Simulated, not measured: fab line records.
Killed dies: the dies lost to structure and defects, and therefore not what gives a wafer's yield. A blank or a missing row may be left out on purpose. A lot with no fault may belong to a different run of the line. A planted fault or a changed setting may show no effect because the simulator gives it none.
Problem report in the 8D (eight disciplines) form, filled by code + flow n5_finfet + the parts of the form that need people (team, actions taken, sign-off) are left out

== 1. PROBLEM STATEMENT ==
rf_fwd_power_W at N5_BEOL_M7_ETCH_41 reads a mean of 296.6 W on 6 wafers of 2 lots; wafers without a fault read 391.8 W with a standard deviation of 1.4. Relative to the usual mean, that is a shift of -68 standard deviations.
The step: etches SiCN in CH3F/O2, target depth 31.9 nm, time 57.8 s.
First observed at day 12 05:07: wafer L708.2, on rie_diel-05. At this step, 18 wafers from 6 lots have a number in the record. Rule for "out" (also "out of limits"): further than 4 standard deviations from the usual mean. The rest of the wafers with a number are treated as sound.

== 2. WHAT IT IS, WHAT IT ISN'T ==
| question                    | is                       | is not                                                                              |
|-----------------------------|--------------------------|-------------------------------------------------------------------------------------|
| which readings at this step | rf_fwd_power_W, rf_vpp_V | chamber_pressure_mTorr, drypump_motor_current_A, oes_product_au, throttle_valve_pct |
| which lots                  | L708, L709               | L699, L715, L716, L722                                                              |
| which wafers of those lots  | all that have a number   | -                                                                                   |
| read on which tools         | rie_diel-05              | rie_diel-04                                                                         |
| when                        | from day 12 05:07        | up to then (3 sound wafers); but 9 sound wafers of L715, L716, L722 came after      |

== 3. WHAT RULES OUT EACH SUSPECT ==
Counting: a tool at any process step up to the reading remains a suspect when it ran all the lots that are out and ran no sound lot after the first of those.
- rie_diel-05 at N5_BEOL_M7_DESCUM_33 (chemistry O2, time 7 s): kept. It ran every lot that is out, first L708 (day 12 04:48), and no sound lot after that; its last sound lot up to then is L699 (day 9 12:55).
- rie_diel-05 at N5_BEOL_M7_ETCH_72 (etches underlayer in N2/H2, target depth 6.5 nm, time 5.2 s): kept. It ran every lot that is out, first L708 (day 12 04:50), and no sound lot after that; its last sound lot up to then is L699 (day 9 12:57).
- rie_diel-05 at N5_BEOL_M7_ETCH_66 (etches SOC in N2/H2, target depth 80 nm, overetch 16 nm, time 120 s): kept. It ran every lot that is out, first L708 (day 12 04:53), and no sound lot after that; its last sound lot up to then is L699 (day 9 12:59).
- rie_diel-05 at N5_BEOL_M7_TRENCH_ETCH_37 (etches SiCOH lowk in C4F6/O2, target depth 93.478 nm, time 31.2 s): kept. It ran every lot that is out, first L708 (day 12 05:07), and no sound lot after that; its last sound lot up to then is L699 (day 9 13:13). N5_BEOL_M7_TRENCH_ETCH_37 gives no start for some lots, so the hours and the order of its lots are those of N5_BEOL_M7_ETCH_41.
- rie_diel-05 at N5_BEOL_M7_ETCH_41 (etches SiCN in CH3F/O2, target depth 31.9 nm, time 57.8 s): kept. It ran every lot that is out, first L708 (day 12 05:07), and no sound lot after that; its last sound lot up to then is L699 (day 9 13:13). Its own rf_fwd_power_W, rf_vpp_V readings are out on those wafers.
Left after counting: rie_diel-05 at N5_BEOL_M7_DESCUM_33, rie_diel-05 at N5_BEOL_M7_ETCH_72, rie_diel-05 at N5_BEOL_M7_ETCH_66, rie_diel-05 at N5_BEOL_M7_TRENCH_ETCH_37, rie_diel-05 at N5_BEOL_M7_ETCH_41.

== 4. THE CAUSE (what the simulator had put in) ==
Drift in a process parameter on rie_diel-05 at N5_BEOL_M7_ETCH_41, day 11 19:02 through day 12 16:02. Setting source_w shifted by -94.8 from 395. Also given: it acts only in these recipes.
Counting leaves 5 suspects; this tool is one of them.

== 5. THE CHAIN OF EFFECTS, in route order ==
Each row: a reading where the mean over the struck wafers with a number is more than 3 standard deviations away from the usual. Scope: only readings with a usual standard deviation given in the record; hours: median across lots of the time from each lot's start at the first step in this table that gives one to its start at this step; sigmas: change in usual standard deviations.
| hours | step               | reading        | usual   | on struck wafers | change | sigmas |
|-------|--------------------|----------------|---------|------------------|--------|--------|
| 0     | N5_BEOL_M7_ETCH_41 | rf_fwd_power_W | 391.8 W | 296.6            | -95.2  | -68    |
| 0     | N5_BEOL_M7_ETCH_41 | rf_vpp_V       | 297.4 V | 325.4            | +28.1  | +20    |
It contains these process steps:
- N5_BEOL_M7_ETCH_41: etches SiCN in CH3F/O2, target depth 31.9 nm, time 57.8 s.

== 6. HOW IT WOULD HAVE BEEN CAUGHT EARLIER ==
10 hours passed between the start of the fault at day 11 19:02 and the first reading out of limits in this record, taken at day 12 05:07.
